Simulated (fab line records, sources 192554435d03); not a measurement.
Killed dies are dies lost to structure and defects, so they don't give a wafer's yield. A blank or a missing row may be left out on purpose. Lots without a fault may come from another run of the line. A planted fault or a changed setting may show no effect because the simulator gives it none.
Chamber matching | flow n5_finfet | N5_MOL_CONTACT_COAG_ETCH_105 on rie_diel-01: 4 sister chambers
The step etches SiARC in CF4, target depth 15.6 nm, time 26 s. 20 wafers are shown with their chamber, then 10 later ones without.

WAFERS WITH THEIR CHAMBER
wafer  | chamber | throttle_valve_pct (%) | showerhead_plenum_p_Torr (Torr) | oes_product_au (a.u.)
L084.1 | 0       | 15.55                  | 2.12                            | 0.62
L084.2 | 3       | 15.38                  | 2.10                            | 0.77
L084.3 | 1       | 15.98                  | 2.05                            | 0.64
L085.2 | 3       | 15.37                  | 2.10                            | 0.78
L085.3 | 1       | 15.98                  | 2.05                            | 0.63
L085.6 | 3       | 15.38                  | 2.10                            | 0.77
L086.3 | 1       | 15.98                  | 2.05                            | 0.62
L086.4 | 0       | 15.55                  | 2.12                            | 0.62
L086.6 | 0       | 15.55                  | 2.12                            | 0.62
L088.3 | 2       | 15.41                  | 2.20                            | 0.82
L088.4 | 2       | 15.43                  | 2.20                            | 0.82
L088.6 | 0       | 15.56                  | 2.11                            | 0.62
L089.1 | 1       | 15.98                  | 2.05                            | 0.62
L089.3 | 0       | 15.56                  | 2.11                            | 0.62
L089.4 | 2       | 15.42                  | 2.20                            | 0.81
L090.2 | 3       | 15.38                  | 2.10                            | 0.75
L090.5 | 2       | 15.43                  | 2.20                            | 0.81
L090.6 | 1       | 15.99                  | 2.05                            | 0.62
L092.1 | 0       | 15.57                  | 2.11                            | 0.62
L092.2 | 1       | 15.99                  | 2.04                            | 0.61

SIGNATURES (means of the wafers above)
reading                  | chamber 0 | chamber 1 | chamber 2 | chamber 3 | scatter within a chamber
throttle_valve_pct       | 15.5567   | 15.9833   | 15.4225   | 15.3775   | 0.00714
showerhead_plenum_p_Torr | 2.1150    | 2.0483    | 2.2000    | 2.1000    | 0.00382
oes_product_au           | 0.6200    | 0.6233    | 0.8150    | 0.7675    | 0.00832
Rule: a wafer's distance from a chamber is the root of the sum, over the readings, of the square of ((its reading less the chamber's mean) divided by the reading's scatter). The wafer belongs to the nearest chamber; if the next one is less than 2 further off, it can't be placed. The scatter: the root of (the sum of the squares of (reading less its chamber's mean) over the shown wafers, divided by (wafers less chambers)).

WAFERS WITHOUT THEIR CHAMBER
wafer  | throttle_valve_pct (%) | showerhead_plenum_p_Torr (Torr) | oes_product_au (a.u.)
L092.5 | 15.55                  | 2.11                            | 0.61
L094.2 | 15.58                  | 2.11                            | 0.60
L094.3 | 15.39                  | 2.10                            | 0.74
L094.6 | 15.57                  | 2.11                            | 0.61
L095.1 | 15.45                  | 2.19                            | 0.78
L095.2 | 15.40                  | 2.10                            | 0.74
L095.3 | 16.02                  | 2.04                            | 0.61
L096.1 | 15.40                  | 2.09                            | 0.74
L096.4 | 15.60                  | 2.11                            | 0.61
L096.5 | 15.41                  | 2.09                            | 0.75

WHICH CHAMBER EACH WENT THROUGH
wafer  | from the rows above | in truth
L092.5 | 0                   | 0
L094.2 | 0                   | 0
L094.3 | 3                   | 3
L094.6 | 0                   | 0
L095.1 | 2                   | 2
L095.2 | 3                   | 3
L095.3 | 1                   | 1
L096.1 | 3                   | 3
L096.4 | 0                   | 0
L096.5 | 3                   | 3
Placed correctly: 10 of 10. Can't be placed from these rows: 0. Placed wrongly: 0.
